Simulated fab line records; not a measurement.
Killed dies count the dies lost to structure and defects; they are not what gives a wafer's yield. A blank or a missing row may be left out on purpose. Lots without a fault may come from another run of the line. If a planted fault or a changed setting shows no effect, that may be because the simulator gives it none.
fab line records -- flow n5_finfet
record lots=5, wafers=15, last_day=16
route steps=1938 shown BEOL_M12@1638 BEOL_M13@1659 PASSIVATION@1936
lots untouched by any fault: they come from a run of this same line in which no faults occurred
start_h: start of the lot's first displayed wafer, in hours after the record's first day -- wait_h: hours from the lot's prior step to this one -- " unchanged from the row above -- L1.1+2: a single row standing in for several wafers -- - no value present, or no start provided -- * or withheld: withheld -- < > ~ a bound
route shown NAME@n: a module of which the file shows steps, and the number in the route of the first -- usual: the fault-free wafers' mean and standard deviation -- same: alike in all rows -- chamber/n: place in a boat -- sites: the reading at each site -- _std_site: standard deviation across them -- _edge_site: outer sites' mean less inner sites' -- radius_mm: for every site, how far away it sits from the centre of the wafer -- mask NAME#n: copy n -- behind: the last tool/chamber to shape the wafer -- hold: reason for holding the lot/hours on hold/outcome of the hold -- device: which transistor (n, p or np) failed to switch -- end of line: the route-end tests of the same wafers -- where a step has no rows: the recipe by itself -- killed: dies that structure and defects cost at the first sort, which is not the same as the wafer's yield -- map: dies across one wafer; x = killed, . = not, _ = none there
set.NAME: the run value of the setting; set.NAME@STEP: its run value at that earlier step -- model.NAME: the simulator's own value behind a step, which no gauge read
lots seen at some steps along the route; tables by step, rows by wafer
services: from which hour (start_h, from the record's first day; less than 0 if before it) a tool's chamber was out of use, for how many hours, and why
## steps
# step N5_BEOL_M12_STRIP_69
# recipe chemistry=N2/H2, temp_c=40, n2_flow_sccm=200, h2_flow_sccm=200, rf_frequency_hz=6e+07
# step N5_BEOL_M12_TRENCH_ETCH_34
# recipe chemistry=C4F8/O2/Ar, target=SiOC, target_depth_a=3189.5, mask_material=SOC, pressure_mtorr=30, source_w=3000, bias_w=700, Ar_flow_sccm=400, C4F8_flow_sccm=15, O2_flow_sccm=8, he_inner_torr=15, he_outer_torr=30, time_s=125.5, ion_energy_ev=250
# step N5_BEOL_M12_STRIP_70
# recipe chemistry=C4F8/O2/Ar, resist=SiARC, rf_frequency_hz=6e+07
# step N5_BEOL_M12_OCD_MEAS_35
# usual trench_depth_nm=319/4
lot.wafer,tool,chamber,start_h,wait_h,trench_depth_nm
L573.1,ocd-02,-,234.79,0.0,316
L573.2,ocd-02,-,234.79,0.0,313
L573.5,ocd-02,-,234.79,0.0,308
L578.2,ocd-02,-,271.00,0.0,326
L578.3,ocd-02,-,271.00,0.0,319
L578.4,ocd-02,-,271.00,0.0,321
L579.2,ocd-01,-,284.38,0.0,316
L579.5,ocd-01,-,284.38,0.0,319
L579.6,ocd-01,-,284.38,0.0,317
L582.1,ocd-02,-,321.67,0.0,315
L582.3,ocd-02,-,321.67,0.0,316
L582.4,ocd-02,-,321.67,0.0,321
L587.3,ocd-01,-,333.86,0.0,317
L587.5,ocd-01,-,333.86,0.0,320
L587.6,ocd-01,-,333.86,0.0,314
# step N5_BEOL_M12_STRIP_37
# recipe chemistry=N2/H2, power_w=1000, temp_c=250, h2_frac=0.65, overash_fraction=0.3, pressure_mtorr=withheld, n2_flow_sccm=1750, h2_flow_sccm=3250
# step N5_BEOL_M12_ETCH_38
# recipe chemistry=CF4/N2, target=SiCN, target_depth_a=687, taper_deg=2, time_s=73.4, ion_energy_ev=150, mask_material=SiO2, pressure_mtorr=40, source_w=430, bias_w=70, Ar_flow_sccm=100, cf4_flow_sccm=60, n2_flow_sccm=60
# step N5_BEOL_M12_PRECLEAN_39
# recipe chemistry=residue_remover, time_s=60, temp_c=40
# step N5_BEOL_M12_SRD_40
# recipe time_s=30, temp_c=23, rinse_liquid=diw, dry=n2_spin, spin_rpm=1500, dry_time_s=30
# step N5_BEOL_M12_DEGAS_41
# recipe ambient=vacuum, temp_c=250, time_s=60
# step N5_BEOL_M12_PRE_CLEAN_42
# recipe gas=H2/He, time_s=30, temp_c=250
# step N5_BEOL_M12_SPUTTER_43
# recipe material=TaN, target_thk_a=150, temp_c=50, bias_v=168.6, power_w=15000, chamber_pressure_pa=0.12, time_s=24.19
# step N5_BEOL_M12_SPUTTER_44
# recipe material=Ta, target_thk_a=100, temp_c=50, bias_v=80, power_w=15000, chamber_pressure_pa=0.07, time_s=16.13
# step N5_BEOL_M12_SPUTTER_45
# recipe material=Cu, target_thk_a=800, temp_c=-20, bias_v=60, power_w=26000, chamber_pressure_pa=0.13, time_s=13.33
# usual throttle_valve_pct=30.0/1.3
lot.wafer,tool,chamber,start_h,wait_h,throttle_valve_pct
L573.1,pvd_sputter-01,-,237.54,0.0,31.1
L573.2,pvd_sputter-01,-,237.54,0.0,31.5
L573.5,pvd_sputter-01,-,237.54,0.0,31.0
L578.2,pvd_sputter-03,-,275.33,0.0,28.1
L578.3,pvd_sputter-03,-,275.33,0.0,28.3
L578.4,pvd_sputter-03,-,275.33,0.0,30.7
L579.2,pvd_sputter-03,-,286.96,0.0,32.0
L579.5,pvd_sputter-03,-,286.96,0.0,30.5
L579.6,pvd_sputter-03,-,286.96,0.0,28.1
L582.1,pvd_sputter-02,-,322.58,0.0,29.4
L582.3,pvd_sputter-02,-,322.58,0.0,30.0
L582.4,pvd_sputter-02,-,322.58,0.0,30.4
L587.3,pvd_sputter-01,-,334.76,0.0,31.0
L587.5,pvd_sputter-01,-,334.76,0.0,29.3
L587.6,pvd_sputter-01,-,334.76,0.0,30.4
# step N5_BEOL_M12_ECD_47
# recipe material=Cu, target_thk_a=7200
# step N5_BEOL_M12_ANNEAL_48
# recipe temp_c=225, time_s=90, ambient=N2
# usual anneal_temp_c_max=225.77/0.23, wafer_temp_C_max=225.88/0.23
lot.wafer,tool,chamber,start_h,wait_h,anneal_temp_c_max,wafer_temp_C_max
L573.1,rtp_anneal-01,0,237.80,0.1,225.84,225.49
L573.2,rtp_anneal-01,0,237.80,0.1,225.84,225.37
L573.5,rtp_anneal-01,0,237.80,0.1,225.52,225.48
L578.2,rtp_anneal-02,0,276.28,0.8,225.43,225.98
L578.3,rtp_anneal-02,0,276.28,0.8,225.42,225.87
L578.4,rtp_anneal-02,0,276.28,0.8,225.52,226.14
L579.2,rtp_anneal-01,0,287.27,0.1,225.63,226.09
L579.5,rtp_anneal-01,0,287.27,0.1,226.25,225.72
L579.6,rtp_anneal-01,0,287.27,0.1,225.70,225.75
L582.1,rtp_anneal-02,0,322.85,0.1,225.61,225.79
L582.3,rtp_anneal-02,0,322.85,0.1,225.65,226.02
L582.4,rtp_anneal-02,0,322.85,0.1,225.73,226.01
L587.3,rtp_anneal-02,0,335.30,0.3,225.40,226.48
L587.5,rtp_anneal-02,0,335.30,0.3,225.78,225.57
L587.6,rtp_anneal-02,0,335.30,0.3,225.47,225.76
# step N5_BEOL_M12_CMP_49
# recipe stop_on=SiOC, t_overpolish_s=20.6, down_force_psi=1, platen_rpm=50, clearing_platen_down_force_psi=1.5, clearing_platen_rpm=50, post_cmp_clean=cu_alkaline, target_thk_nm=320, clearing_platen_pad_velocity_m_s=0.99484, pad_velocity_m_s=0.99484
# usual barrier_field_endpoint_s=30.6/0.63, motor_current_A=6.1/0.45, overpolish_run_s=20.599/0.0091
lot.wafer,tool,chamber,start_h,wait_h,barrier_field_endpoint_s,motor_current_A,overpolish_run_s
L573.1,cmp-03,2,238.14,0.3,30.1,6.1,20.595
L573.2,cmp-03,0,238.14,0.3,30.8,5.9,20.598
L573.5,cmp-03,1,238.14,0.3,30.9,6.8,20.605
L578.3,cmp-02,0,276.55,0.2,32.1,5.4,20.614
L578.2,cmp-02,1,276.55,0.2,31.5,6.2,20.604
L578.4,cmp-02,3,276.55,0.2,30.8,5.4,20.603
L579.2,cmp-02,2,287.59,0.3,30.5,6.6,20.605
L579.5,cmp-02,0,287.59,0.3,31.1,5.4,20.612
L579.6,cmp-02,1,287.59,0.3,30.5,6.3,20.605
L582.4,cmp-03,0,323.14,0.1,29.5,6.0,20.611
L582.1,cmp-03,2,323.14,0.1,29.5,5.9,20.621
L582.3,cmp-03,3,323.14,0.1,29.6,5.9,20.607
L587.3,cmp-02,3,335.73,0.4,31.5,5.6,20.593
L587.6,cmp-02,2,335.73,0.4,31.0,6.5,20.586
L587.5,cmp-02,3,335.73,0.4,30.3,5.7,20.609
# step N5_BEOL_M12_PRE_CLEAN_52
# recipe gas=NH3, time_s=15, temp_c=withheld, rf_power_w=300
# step N5_BEOL_M12_DEP_53
# recipe material=SiCN, target_thk_a=300, temp_c=withheld, precursor=3MS/NH3, pressure_torr=3, rf_w=675, time_s=10.5
# usual showerhead_plenum_p_Torr=4.141/0.029, throttle_valve_pct=17.5/0.61
lot.wafer,tool,chamber,start_h,wait_h,showerhead_plenum_p_Torr,throttle_valve_pct
L573.1,pecvd-02,0,238.45,0.0,4.147,18.8
L573.2,pecvd-02,1,238.45,0.0,4.168,18.4
L573.5,pecvd-02,0,238.45,0.0,4.141,18.5
L578.2,pecvd-02,0,276.90,0.0,4.149,18.6
L578.3,pecvd-02,2,276.90,0.0,4.158,17.1
L578.4,pecvd-02,0,276.90,0.0,4.132,18.6
L579.2,pecvd-01,0,287.88,0.0,4.104,18.4
L579.5,pecvd-01,2,287.88,0.0,4.136,17.0
L579.6,pecvd-01,1,287.88,0.0,4.135,17.4
L582.1,pecvd-04,0,323.50,0.0,4.193,17.6
L582.3,pecvd-04,1,323.50,0.0,4.124,17.1
L582.4,pecvd-04,2,323.50,0.0,4.147,16.6
L587.3,pecvd-01,1,336.05,0.0,4.134,17.4
L587.5,pecvd-01,2,336.05,0.0,4.136,17.0
L587.6,pecvd-01,1,336.05,0.0,4.120,17.9
# step N5_BEOL_M12_RS_MEAS_54
# recipe thk_meas_gauge=four-point-probe, reads=Cu_of_BEOL_M12_ECD_47+Ta_of_BEOL_M12_SPUTTER_44+TaN_of_BEOL_M12_SPUTTER_43
# usual M12_RS=0.0600/0.00082
lot.wafer,tool,chamber,start_h,wait_h,M12_RS[ohm/sq]
L573.1,film_metro-02,-,238.52,0.0,0.0609
L573.2,film_metro-02,-,238.52,0.0,0.0608
L573.5,film_metro-02,-,238.52,0.0,0.0624
L578.2,film_metro-02,-,276.97,0.0,0.0583
L578.3,film_metro-02,-,276.97,0.0,0.0597
L578.4,film_metro-02,-,276.97,0.0,0.0596
L579.2,film_metro-02,-,287.94,0.0,0.0603
L579.5,film_metro-02,-,287.94,0.0,0.0600
L579.6,film_metro-02,-,287.94,0.0,0.0601
L582.1,film_metro-02,-,323.56,0.0,0.0611
L582.3,film_metro-02,-,323.56,0.0,0.0604
L582.4,film_metro-02,-,323.56,0.0,0.0597
L587.3,film_metro-02,-,336.11,0.0,0.0605
L587.5,film_metro-02,-,336.11,0.0,0.0599
L587.6,film_metro-02,-,336.11,0.0,0.0609
# step N5_BEOL_M13_ILD_DEP_00
# recipe material=SiOC, target_thk_a=8379.2, temp_c=350, precursor=DEMS/O2, pressure_torr=5, rf_w=500, time_s=166.4
# step N5_BEOL_M13_THK_MEAS_01
# recipe reads=SiOC_of_BEOL_M13_ILD_DEP_00
# usual M13_ILD_THK=838/11
lot.wafer,tool,chamber,start_h,wait_h,M13_ILD_THK[nm]
L573.1,film_metro-02,-,238.73,0.1,845
L573.2,film_metro-02,-,238.73,0.1,853
L573.5,film_metro-02,-,238.73,0.1,852
L578.2,film_metro-02,-,277.18,0.1,822
L578.3,film_metro-02,-,277.18,0.1,824
L578.4,film_metro-02,-,277.18,0.1,839
L579.2,film_metro-01,-,288.15,0.1,836
L579.5,film_metro-01,-,288.15,0.1,854
L579.6,film_metro-01,-,288.15,0.1,853
L582.1,film_metro-02,-,323.78,0.1,832
L582.3,film_metro-02,-,323.78,0.1,828
L582.4,film_metro-02,-,323.78,0.1,849
L587.3,film_metro-01,-,336.38,0.1,839
L587.5,film_metro-01,-,336.38,0.1,840
L587.6,film_metro-01,-,336.38,0.1,844
# step N5_BEOL_M13_COAT_58
# recipe resist=BARC, temp_c=205, time_s=60, spin_rpm=1500, resist_thk_nm=89
# step N5_BEOL_M13_COAT_04
# recipe spin_rpm=1625, resist_thk_nm=400
# step N5_BEOL_M13_EBR_06
# recipe solvent=PGMEA, ebr_width_mm=1.5
# step N5_BEOL_M13_SOFTBAKE_05
# recipe temp_c=130, time_s=60
# step N5_BEOL_M13_EXPOSE_07
# recipe mask_id=V12, na=0.93, source_shape=conventional, sigma_outer=0.6, polarization=unpolarized, attpsm_phase_deg=180, dose_mj=24.8
# step N5_BEOL_M13_PEB_08
# recipe peb_temp_c=130, peb_time_s=90
# step N5_BEOL_M13_DEVELOP_09
# recipe develop_time_s=45, rinse_liquid=diw, dry=air_spin, dev_temp_c=21
# step N5_BEOL_M13_HARDBAKE_14
# recipe temp_c=130, time_s=120
# step N5_BEOL_M13_CD_MEAS_10
# recipe target_cd_nm=190, landing_energy_ev=500, detector=se_inlens, polarity=opening
# usual cd_nm=189.0/1.2
lot.wafer,tool,chamber,start_h,wait_h,cd_nm
L573.1,cd_sem-02,0,239.16,-,189.1
L573.2,cd_sem-02,0,239.16,-,188.5
L573.5,cd_sem-02,0,239.16,-,188.8
L578.2,cd_sem-01,0,277.61,-,187.1
L578.3,cd_sem-01,0,277.61,-,188.9
L578.4,cd_sem-01,0,277.61,-,187.4
L579.2,cd_sem-03,0,288.58,-,188.1
L579.5,cd_sem-03,0,288.58,-,188.8
L579.6,cd_sem-03,0,288.58,-,189.0
L582.1,cd_sem-02,0,324.08,-,188.7
L582.3,cd_sem-02,0,324.08,-,190.3
L582.4,cd_sem-02,0,324.08,-,189.2
L587.3,cd_sem-03,0,336.77,-,186.9
L587.5,cd_sem-03,0,336.77,-,187.1
L587.6,cd_sem-03,0,336.77,-,186.3
# step N5_BEOL_M13_OVL_MEAS_11
# recipe points_per_wafer=44
# usual V12_OVL=-2/5.6
lot.wafer,tool,chamber,start_h,wait_h,V12_OVL[nm]
L573.1,overlay-01,0,239.19,0.0,5
L573.2,overlay-01,0,239.19,0.0,-2
L573.5,overlay-01,0,239.19,0.0,7
L578.2,overlay-01,0,277.64,0.0,-12
L578.3,overlay-01,0,277.64,0.0,-12
L578.4,overlay-01,0,277.64,0.0,-7
L579.2,overlay-01,0,288.61,0.0,-1
L579.5,overlay-01,0,288.61,0.0,-5
L579.6,overlay-01,0,288.61,0.0,4
L582.1,overlay-02,0,324.11,0.0,3
L582.3,overlay-02,0,324.11,0.0,-1
L582.4,overlay-02,0,324.11,0.0,5
L587.3,overlay-02,0,336.80,0.0,3
L587.5,overlay-02,0,336.80,0.0,1
L587.6,overlay-02,0,336.80,0.0,1
# step N5_BEOL_M13_DESCUM_15
# recipe chemistry=O2, time_s=7.9, source_power_w=50, bias_power_w=20, pressure_mtorr=20, rf_frequency_hz=2.712e+07, temp_c=40, o2_flow_sccm=225
# usual drypump_motor_current_A=5.5/0.41, oes_product_au=0.77/0.075, rf_vpp_V=243.1/1.4, showerhead_plenum_p_Torr=2.09/0.063, throttle_valve_pct=20.42/0.17
lot.wafer,tool,chamber,start_h,wait_h,drypump_motor_current_A,oes_product_au,rf_hours_counter_h,rf_vpp_V,showerhead_plenum_p_Torr,throttle_valve_pct
L573.1,rie_diel-04,3,239.25,0.0,5.2,0.70,184,245.3,2.17,20.66
L573.2,rie_diel-04,2,239.25,0.0,5.3,0.89,33,242.4,2.04,20.07
L573.5,rie_diel-04,3,239.25,0.0,5.2,0.71,-,244.6,2.17,20.66
L578.2,rie_diel-03,3,277.70,0.0,6.2,0.79,97,241.9,2.02,20.38
L578.3,rie_diel-03,0,277.70,0.0,5.6,0.73,208,241.7,2.07,20.32
L578.4,rie_diel-03,1,277.70,0.0,5.3,0.70,236,243.6,2.15,20.56
L579.2,rie_diel-04,3,288.72,0.1,5.3,0.70,198,244.3,2.17,20.67
L579.5,rie_diel-04,1,288.72,0.1,4.9,0.83,-,245.8,2.20,20.48
L579.6,rie_diel-04,2,288.72,0.1,5.3,0.88,-,242.7,2.03,20.08
L582.1,rie_diel-04,3,324.17,0.0,5.2,0.69,207,245.7,2.16,20.68
L582.3,rie_diel-04,2,324.17,0.0,5.3,0.87,58,242.8,2.03,20.11
L582.4,rie_diel-04,0,324.17,0.0,5.6,0.72,206,240.9,2.07,20.51
L587.3,rie_diel-03,3,336.93,0.1,6.2,0.78,117,242.4,2.01,20.42
L587.5,rie_diel-03,0,336.93,0.1,5.6,0.72,-,243.6,2.07,20.34
L587.6,rie_diel-03,2,336.93,0.1,5.4,0.86,-,243.0,2.04,20.43
# step N5_BEOL_M13_ETCH_59
# recipe chemistry=N2/H2, target=BARC, target_depth_a=890, overetch_a=267, time_s=67.9, ion_energy_ev=200, pressure_mtorr=30, source_w=840, bias_w=150, n2_flow_sccm=200, h2_flow_sccm=200
# step N5_BEOL_M13_VIA_ETCH_16
# recipe chemistry=C4F8/O2/Ar, target=SiOC, pressure_mtorr=30, source_w=3000, bias_w=700, Ar_flow_sccm=400, C4F8_flow_sccm=15, O2_flow_sccm=8, he_inner_torr=15, he_outer_torr=30, target_depth_a=9217, time_s=withheld, ion_energy_ev=250, ends=cleared
# step N5_BEOL_M13_STRIP_63
# recipe chemistry=N2/H2, power_w=1000, temp_c=250, h2_frac=0.65, overash_fraction=0.3, pressure_mtorr=1000, n2_flow_sccm=1750, h2_flow_sccm=3250
# step N5_BEOL_M13_STRIP_64
# recipe chemistry=N2/H2, power_w=1000, temp_c=250, h2_frac=0.65, overash_fraction=0.3, pressure_mtorr=withheld, n2_flow_sccm=1750, h2_flow_sccm=3250
# usual drypump_motor_current_A=5.6/0.37, heater_power_w=339/19, n2_flow_sccm=1750/5.4, oes_product_au=0.716/0.0042, strip_time_to_endpoint_s=31.35/0.077
lot.wafer,tool,chamber,start_h,wait_h,drypump_motor_current_A,heater_power_w,n2_flow_sccm,oes_product_au,rf_hours_counter_h,strip_time_to_endpoint_s
L573.1,plasma_asher-01,1,239.63,0.0,6.1,325,1757,0.711,68,31.38
L573.2,plasma_asher-01,0,239.63,0.0,5.6,360,1745,0.716,68,31.43
L573.5,plasma_asher-01,0,239.63,0.0,5.6,361,1752,0.715,-,31.32
L578.2,plasma_asher-02,1,278.08,0.0,5.1,345,1753,0.713,131,31.16
L578.3,plasma_asher-02,1,278.08,0.0,5.1,354,1743,0.719,-,31.14
L578.4,plasma_asher-02,0,278.08,0.0,5.4,319,1759,0.706,-,31.26
L579.2,plasma_asher-01,1,289.16,0.0,6.2,334,1744,0.709,81,31.47
L579.5,plasma_asher-01,0,289.16,0.0,5.6,368,1754,0.714,-,31.43
L579.6,plasma_asher-01,1,289.16,0.0,6.1,324,1753,0.717,-,31.41
L582.1,plasma_asher-01,0,324.55,0.0,5.6,366,1760,0.715,88,31.29
L582.3,plasma_asher-01,0,324.55,0.0,5.6,366,1748,0.720,-,31.32
L582.4,plasma_asher-01,1,324.55,0.0,6.1,328,1747,0.711,-,31.32
L587.3,plasma_asher-02,0,337.33,0.0,5.5,308,1748,0.720,-,31.34
L587.5,plasma_asher-02,0,337.33,0.0,5.5,314,1748,0.712,-,31.36
L587.6,plasma_asher-02,1,337.33,0.0,5.2,349,1755,0.715,-,31.36
# step N5_BEOL_M13_STRIP_71
# recipe chemistry=post_etch_residue_remover, time_s=60, temp_c=25, remover_ph=withheld, remover_water_wt_pct=withheld, remover_fluoride_wt_pct=withheld
# step N5_BEOL_M13_SRD_72
# recipe time_s=30, temp_c=23, rinse_liquid=diw, dry=n2_spin, spin_rpm=1500, dry_time_s=30
# step N5_BEOL_M13_CD_MEAS_17
# recipe target_cd_nm=190, polarity=opening
# usual cd_nm=189.1/1.4
lot.wafer,tool,chamber,start_h,wait_h,cd_nm
L573.1,cd_sem-02,-,239.78,0.0,188.7
L573.2,cd_sem-02,-,239.78,0.0,188.9
L573.5,cd_sem-02,-,239.78,0.0,189.3
L578.2,cd_sem-01,-,278.23,0.0,186.4
L578.3,cd_sem-01,-,278.23,0.0,188.6
L578.4,cd_sem-01,-,278.23,0.0,188.5
L579.2,cd_sem-02,-,289.31,0.0,187.6
L579.5,cd_sem-02,-,289.31,0.0,188.8
L579.6,cd_sem-02,-,289.31,0.0,189.5
L582.1,cd_sem-02,-,324.70,0.0,189.1
L582.3,cd_sem-02,-,324.70,0.0,191.1
L582.4,cd_sem-02,-,324.70,0.0,188.1
L587.3,cd_sem-03,-,337.46,0.0,186.7
L587.5,cd_sem-03,-,337.46,0.0,187.5
L587.6,cd_sem-03,-,337.46,0.0,186.6
# step N5_PASSIVATION_PROBE_49
# usual defect_limited_yield=91.5/1.4, killed_at_M0_to_M3=32/9.8, killed_at_M4_up=13/5.3, killed_at_contacts=13/6.4, killed_at_front_end=39/10, killed_at_other=3.1/2.5, killed_dies=100/17, killed_open=65/13, killed_short=33/7.7, sort_bin_5_function=5.0/0.93, sort_bin_6_memory=3.2/0.69, sort_bin_8_speed=0.00/0.007, sort_n_pass=1080/17, sort_yield_pct=91.5/1.4
# same gross_dies=1180, killed_at_back_side=0, sort_bin_4_leakage[%]=0
lot.wafer,tool,chamber,start_h,wait_h,defect_limited_yield[%],killed_at_M0_to_M3,killed_at_M4_up,killed_at_contacts,killed_at_front_end,killed_at_other,killed_dies,killed_open,killed_short,sort_bin_5_function[%],sort_bin_6_memory[%],sort_bin_8_speed[%],sort_n_pass,sort_yield_pct[%]
L578.2,prober-01,-,307.83,0.1,92.7,22,8,19,36,1,86,48,35,4.2,3.0,0,1094,92.7
L578.3,prober-01,-,307.88,0.1,93.5,25,12,9,31,0,77,54,23,4.0,2.4,0,1103,93.5
L578.4,prober-01,-,307.93,0.2,92.3,20,17,12,35,7,91,64,27,4.6,2.9,0,1089,92.3
L579.6,prober-01,-,324.56,0.3,81.2,41,131,8,41,1,222,68,38,12.0,5.0,0,958,81.2
L587.3,prober-01,-,371.88,0.1,92.3,29,14,4,41,3,91,57,34,4.3,3.2,0,1089,92.3
L587.5,prober-01,-,371.98,0.2,92.7,23,12,3,44,4,86,55,29,4.7,2.2,0,1094,92.7
L587.6,prober-01,-,372.03,0.3,93.5,14,13,8,35,7,77,50,27,3.6,2.5,0,1103,93.5
# killed by level:class
L578.2 MOL_CONTACT_COAG:geometric_particle:open=14 FIN_SAQP:geometric_particle:open=10 BEOL_M0_SAQP:geometric_particle:short=10 BEOL_M0_SAQP:geometric_particle:open=6 MOL_CONTACT_COAG:geometric_particle:short=5 FIN_SAQP:geometric_particle:short=4 STI_FIN_REVEAL:geometric_particle:open=4 STARTING-WAFER:geometric_particle:short=4
L578.3 FIN_SAQP:geometric_particle:short=10 BEOL_M3:geometric_particle:open=10 FIN_SAQP:geometric_particle:open=9 MOL_CONTACT_COAG:geometric_particle:open=9 BEOL_M2:geometric_particle:open=4 BEOL_M0_SAQP:geometric_particle:short=3 STI_FIN_REVEAL:geometric_particle:open=2 DUMMY_GATE:geometric_particle:short=2
L578.4 MOL_CONTACT_COAG:geometric_particle:open=10 FIN_SAQP:geometric_particle:open=9 FIN_SAQP:geometric_particle:short=7 BEOL_M3:geometric_particle:open=7 GATE_CUT:geometric_particle:short=5 BEOL_M4:geometric_particle:open=5 BEOL_M2:geometric_particle:open=4 BEOL_M8:geometric_particle:open=4
L579.6 BEOL_M12:unspecified=116 BEOL_M0_SAQP:geometric_particle:short=11 FIN_SAQP:geometric_particle:open=10 FIN_SAQP:geometric_particle:short=8 MOL_CONTACT_COAG:geometric_particle:open=8 BEOL_M4:geometric_particle:open=8 BEOL_M2:geometric_particle:open=7 BEOL_M0_SAQP:geometric_particle:open=7
L587.3 FIN_SAQP:geometric_particle:short=12 FIN_SAQP:geometric_particle:open=7 STI_FIN_REVEAL:geometric_particle:open=7 BEOL_M3:geometric_particle:open=7 BEOL_M0_SAQP:geometric_particle:open=6 BEOL_M0_SAQP:geometric_particle:short=6 STARTING-WAFER:geometric_particle:open=5 BEOL_M2:geometric_particle:open=4
L587.5 FIN_SAQP:geometric_particle:open=17 STI_FIN_REVEAL:geometric_particle:open=7 BEOL_M0_SAQP:geometric_particle:short=7 BEOL_M4:geometric_particle:open=6 FIN_SAQP:geometric_particle:short=4 BEOL_M0_SAQP:geometric_particle:open=4 STARTING-WAFER:geometric_particle:short=3 ILD0:geometric_particle:short=3
L587.6 STI_FIN_REVEAL:geometric_particle:open=7 DUMMY_GATE:geometric_particle:open=6 FIN_SAQP:geometric_particle:open=4 FIN_SAQP:geometric_particle:short=4 MOL_CONTACT_COAG:geometric_particle:short=4 MOL_CONTACT_COAG:geometric_particle:open=4 BEOL_M2:geometric_particle:open=4 MIM_TOP_ETCH:geometric_particle:open=4
# map L579.6 (x killed, . not)
_________________.x..........________________
______________..............x..._____________
___________x.....x.....x.....x.....__________
__________x...x.......x........x...._________
________.x...................x........_______
_______..x....................x...x....______
______.....x......x....................._____
_____...x...x...................xxx......____
____.x.xx......x...........x..............___
___........x.....xx........x........x......__
___...x..x................x...x...x.......x__
__.........x........x...x..x..xx.x.x........_
__..............x..x...x..xxx.xxxxx........._
_...x.................x.x..xxxxxxxxx...x.x...
_..x.................xx.xxxxxxxxxxxx........x
_.............x.......x...xxxxxxxxxxxx...x...
_.......x...............xxxxxxxxxxxxxx.......
_.......................xxxxxxxxxxxxx........
_...x....x.....x....xx....xxxxxxxxxx........x
_..................x....x..xxxxxxxxxxxx......
_....x.....x...........x...x.xxxxxxx.x.......
__x.x........x.....x.....xx.x.xx.x........x._
__....x.............................x......._
___....................x.......x.x....x....__
___..................x....x.......x.x....x.__
____...........x....x.........x..........x___
_____....xx....x.x........x.....x...x....____
______...........................x..x..._____
_______.....x.................x........______
________..............x.x......x......_______
__________.x.....................x.._________
___________....xx.......x..x.......__________
______________.....x..x.....xx.._____________
_________________............________________
# map L578.4 (x killed, . not)
_________________............________________
______________..x..............._____________
___________....x.................x.__________
__________.........................._________
________.....x..x...............x....._______
_______x.............x...............x.______
______......x.........x................._____
_____....x...............................____
____......x...........x...............x...___
___.......x..................x...x......x..__
___...............................x...x...x__
__................x..............x.....x...._
__...................x..x...x..............._
_.....x............x....xx.........x.........
_....x..................x.............x......
_.........x..............................x...
_........x....xx.........................x...
_...x.......x..............x.................
_x........xx........x............x...x..x....
_......x...................x.................
_.........x...x..x...........................
__......................x.......x..........._
__..........x....................x.........._
___........x.....x.......x....x..xx.......x__
___.........x...........xx.x.......xx...x..__
____....................................x.___
_____.............xx...x.............x...____
______.x......x........................._____
_______.........x.............x.......x______
________................x..........x.._______
__________..........x..............._________
___________.......x.............x.x__________
______________.................._____________
_________________............________________
## services
tool,chamber,start_h,hours,kind
plasma_asher-02,-,216.24,0.7,repair
plasma_asher-01,-,220.51,2.3,repair
pecvd-02,2,220.68,2.1,scheduled_down
pecvd-02,-,227.27,0.8,repair
cmp-02,-,227.95,2.5,repair
pecvd-01,2,240.72,-,clean
pecvd-01,2,240.72,29.5,scheduled_down
pecvd-01,2,240.72,29.5,vent_cycle
plasma_asher-02,-,247.06,14.6,pm
cmp-02,-,258.39,1.6,repair
rie_diel-03,3,260.74,9.0,repair
pecvd-02,2,266.77,5.5,scheduled_down
rtp_anneal-02,-,269.26,3.4,pm
pecvd-02,-,287.17,0.9,repair
cmp-02,-,292.10,3.0,pm
cmp-02,-,304.22,8.7,pm
rie_diel-04,0,312.76,5.1,repair
plasma_asher-02,-,313.98,4.0,repair
pecvd-02,2,317.09,5.0,scheduled_down
pecvd-02,0,322.09,5.5,scheduled_down
rtp_anneal-01,-,322.81,3.8,pm
rie_diel-03,1,323.78,-,clean
cmp-02,-,327.39,3.1,repair
pecvd-04,1,329.83,17.9,repair
## key
first_sign step=N5_PASSIVATION_PROBE_49, reading=killed_at_M4_up, direction=up, sigmas=22, usual=13, struck=131
effect step=N5_PASSIVATION_PROBE_49, reading=killed_dies, direction=up, sigmas=7.4, usual=100, struck=222
more_kills_born_at N5_BEOL_M12_SPUTTER_45@pvd_sputter-03=116
met_at N5_BEOL_M12_SPUTTER_45
struck_wafers L579.6
onset_between 275.33 286.96
fault kind=chamber_particle_source, tool=pvd_sputter-03, chamber=-, onset_h=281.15, steps=N5_BEOL_M12_SPUTTER_45, rate_per_visit_cm2=0.58145, scope=struck_wafers_only
